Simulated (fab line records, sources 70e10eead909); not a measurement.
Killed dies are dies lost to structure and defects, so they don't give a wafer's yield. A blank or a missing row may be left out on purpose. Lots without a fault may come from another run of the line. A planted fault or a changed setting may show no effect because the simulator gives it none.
Which tool did it? | flow nand_harc | 12 lots, 36 wafers sampled, at 4 steps of a route of 1302

WHAT THE GAUGES READ, wafer by wafer
The record holds no reading of a measuring or inspecting step that can be judged against a usual standard deviation.

WHICH TOOL RAN EACH LOT (tool, then ch and the chambers of the sampled wafers, then the start)
lot  | NHARC_A_CHANNEL_HOLE_D2_ETCH_16               | NHARC_A_CHANNEL_FILL_D2_ALD_03      | NHARC_A_CHANNEL_FILL_D2_ETCHBACK_19 | NHARC_A_CHANNEL_FILL_D2_ETCHBACK_20
L308 | rie_diel-02 ch 1,2,3, day 13 17:02 or earlier | ald_sin_batch-02 ch 0, day 13 17:02 | rie_si-02 ch 2,3, day 14 15:11      | rie_diel-12 ch 0,1, day 14 15:19
L309 | rie_diel-09 ch 0,1,3, day 14 07:07 or earlier | ald_sin_batch-02 ch 0, day 14 07:07 | rie_si-02 ch 0,1,3, day 15 05:50    | rie_diel-05 ch 1,2,3, day 15 05:59
L310 | rie_diel-02 ch 0,1,3, day 14 11:29 or earlier | ald_sin_batch-01 ch 0, day 14 11:29 | rie_si-03 ch 0,2,3, day 15 05:50    | rie_diel-06 ch 1,2,3, day 15 05:58
L314 | rie_diel-02 ch 0,1, day 16 12:15 or earlier   | ald_sin_batch-02 ch 0, day 16 12:15 | rie_si-03 ch 1,3, day 17 08:54      | rie_diel-06 ch 2,3, day 17 09:01
L315 | rie_diel-09 ch 1,2,3, day 17 01:49 or earlier | ald_sin_batch-03 ch 0, day 17 01:49 | rie_si-04 ch 0,1,2, day 17 22:38    | rie_diel-06 ch 1,2,3, day 17 22:46
L316 | rie_diel-03 ch 0,2, day 17 10:09 or earlier   | ald_sin_batch-01 ch 0, day 17 10:09 | rie_si-04 ch 1,2, day 18 06:56      | rie_diel-06 ch 0,1,3, day 18 07:04
L318 | rie_diel-03 ch 0,2, day 17 19:35 or earlier   | ald_sin_batch-02 ch 0, day 17 19:35 | rie_si-04 ch 0,1,2, day 18 18:01    | rie_diel-06 ch 0,1,2, day 18 18:10
L320 | rie_diel-09 ch 0,2,3, day 18 02:02 or earlier | ald_sin_batch-01 ch 0, day 18 02:02 | rie_si-03 ch 2,3, day 19 00:40      | rie_diel-05 ch 0,1,2, day 19 00:49
L319 | rie_diel-03 ch 0,1,2, day 18 13:52 or earlier | ald_sin_batch-03 ch 0, day 18 13:52 | rie_si-04 ch 1,3, day 19 10:28      | rie_diel-06 ch 0,1,3, day 19 10:37
L324 | rie_diel-09 ch 0,1,3, day 20 14:40 or earlier | ald_sin_batch-02 ch 0, day 20 14:40 | rie_si-04 ch 0,2, day 21 12:01      | rie_diel-12 ch 0,1,2, day 21 12:13
L325 | rie_diel-02 ch 0,1, day 20 19:33 or earlier   | ald_sin_batch-02 ch 0, day 20 19:33 | rie_si-04 ch 0,2, day 21 15:45      | rie_diel-05 ch 0,3, day 21 15:56
L331 | rie_diel-02 ch 0,2,3, day 23 08:07 or earlier | ald_sin_batch-01 ch 0, day 23 08:07 | rie_si-04 ch 0,1, day 24 04:23      | rie_diel-06 ch 0,2, day 24 04:31
- NHARC_A_CHANNEL_HOLE_D2_ETCH_16: etches the open film in O2/COS, target depth 3100 nm, time 806 s.
- NHARC_A_CHANNEL_FILL_D2_ALD_03: deposits SiNx, target thk 6 nm, pulse time 60 s, ald cycles 58.
- NHARC_A_CHANNEL_FILL_D2_ETCHBACK_19: etches the open film in HBr/Cl2, target depth 5 nm, time 1.7 s.
- NHARC_A_CHANNEL_FILL_D2_ETCHBACK_20: etches the open film in C4F8/O2/Ar, target depth 27 nm, time 13.5 s.

WHAT THE TOOLS THEMSELVES READ (means of the sampled wafers that have a number; where no wafer has one, the mark that the record gives instead)
NHARC_A_CHANNEL_HOLE_D2_ETCH_16.
lot  | tool        | drypump_motor_current_A (A) | oes_product_au (a.u.) | rf_vpp_V (V) | showerhead_plenum_p_Torr (Torr) | throttle_valve_pct (%)
L308 | rie_diel-02 | 5.8                         | 0.998                 | 315.2        | 3.20                            | 28.344
L309 | rie_diel-09 | 5.5                         | 0.991                 | 313.1        | 3.08                            | 28.328
L310 | rie_diel-02 | 5.9                         | 1.004                 | 314.2        | 3.16                            | 28.331
L314 | rie_diel-02 | 5.4                         | 1.004                 | 313.5        | 3.07                            | 28.332
L315 | rie_diel-09 | 5.2                         | 1.007                 | 311.8        | 2.99                            | 28.335
L316 | rie_diel-03 | 5.8                         | 1.000                 | 314.6        | 3.17                            | 28.330
L318 | rie_diel-03 | 5.7                         | 0.993                 | 315.7        | 3.16                            | 28.332
L320 | rie_diel-09 | 5.6                         | 1.002                 | 313.9        | 3.08                            | 28.329
L319 | rie_diel-03 | 5.8                         | 0.993                 | 314.4        | 3.15                            | 28.327
L324 | rie_diel-09 | 5.5                         | 1.007                 | 313.8        | 3.07                            | 28.325
L325 | rie_diel-02 | 5.8                         | 0.989                 | 314.4        | 3.16                            | 28.319
L331 | rie_diel-02 | 5.5                         | 0.992                 | 313.1        | 3.10                            | 28.336

NHARC_A_CHANNEL_FILL_D2_ALD_03.
lot  | tool             | precursor_pulse_height_rel
L308 | ald_sin_batch-02 | 1.027
L309 | ald_sin_batch-02 | 1.003
L310 | ald_sin_batch-01 | 0.992
L314 | ald_sin_batch-02 | 0.977
L315 | ald_sin_batch-03 | 0.992
L316 | ald_sin_batch-01 | 1.008
L318 | ald_sin_batch-02 | 0.989
L320 | ald_sin_batch-01 | 0.993
L319 | ald_sin_batch-03 | 1.004
L324 | ald_sin_batch-02 | 1.009
L325 | ald_sin_batch-02 | 0.997
L331 | ald_sin_batch-01 | 0.997

NHARC_A_CHANNEL_FILL_D2_ETCHBACK_19.
lot  | tool      | drypump_motor_current_A (A) | oes_product_au (a.u.) | throttle_valve_pct (%)
L308 | rie_si-02 | 5.8                         | 0.993                 | 26.408
L309 | rie_si-02 | 5.9                         | 1.007                 | 26.407
L310 | rie_si-03 | 5.7                         | 0.990                 | 26.413
L314 | rie_si-03 | 5.7                         | 1.000                 | 26.411
L315 | rie_si-04 | 5.2                         | 0.999                 | 26.408
L316 | rie_si-04 | 5.1                         | 0.995                 | 26.408
L318 | rie_si-04 | 5.2                         | 0.997                 | 26.412
L320 | rie_si-03 | 5.6                         | 1.000                 | 26.410
L319 | rie_si-04 | 5.6                         | 1.005                 | 26.410
L324 | rie_si-04 | 5.2                         | 0.988                 | 26.399
L325 | rie_si-04 | 5.2                         | 0.987                 | 26.404
L331 | rie_si-04 | 5.2                         | 1.003                 | 26.405

NHARC_A_CHANNEL_FILL_D2_ETCHBACK_20.
lot  | tool        | oes_product_au (a.u.) | rf_vpp_V (V)
L308 | rie_diel-12 | 0.943                 | 973
L309 | rie_diel-05 | 0.920                 | 979
L310 | rie_diel-06 | 0.918                 | 983
L314 | rie_diel-06 | 0.952                 | 983
L315 | rie_diel-06 | 0.989                 | 983
L316 | rie_diel-06 | 0.940                 | 978
L318 | rie_diel-06 | 0.982                 | 979
L320 | rie_diel-05 | 0.995                 | 981
L319 | rie_diel-06 | 0.923                 | 978
L324 | rie_diel-12 | 1.000                 | 974
L325 | rie_diel-05 | 0.983                 | 974
L331 | rie_diel-06 | 0.988                 | 982

THE ANSWER, worked out from the rows above alone
Rule: what is usual is taken from the lots themselves. Put in order of their means at a reading, lots are off if they are a third of the lots or fewer, leave a main group of 4 or more, and stand apart from it by a gap of 3 or more times the standard deviation of the main group's means; of several such gaps the widest counts. A main group whose means are all the same, to the digits that the tables above print for the reading, isn't used. A lot without any number at a reading at which 4 lots or more have one is off too. The other lots that the step has rows for count as sound. The gauges are gone through in route order, then the tools' own readings, and for those a lot's mean is taken as printed above. The first step at which some lot is off is used, and at that step the reading that is off furthest; a lot without a number counts as furthest.
No lot is off at any reading shown: from this, nothing can be told.

WHAT THE SIMULATOR HAD PUT IN
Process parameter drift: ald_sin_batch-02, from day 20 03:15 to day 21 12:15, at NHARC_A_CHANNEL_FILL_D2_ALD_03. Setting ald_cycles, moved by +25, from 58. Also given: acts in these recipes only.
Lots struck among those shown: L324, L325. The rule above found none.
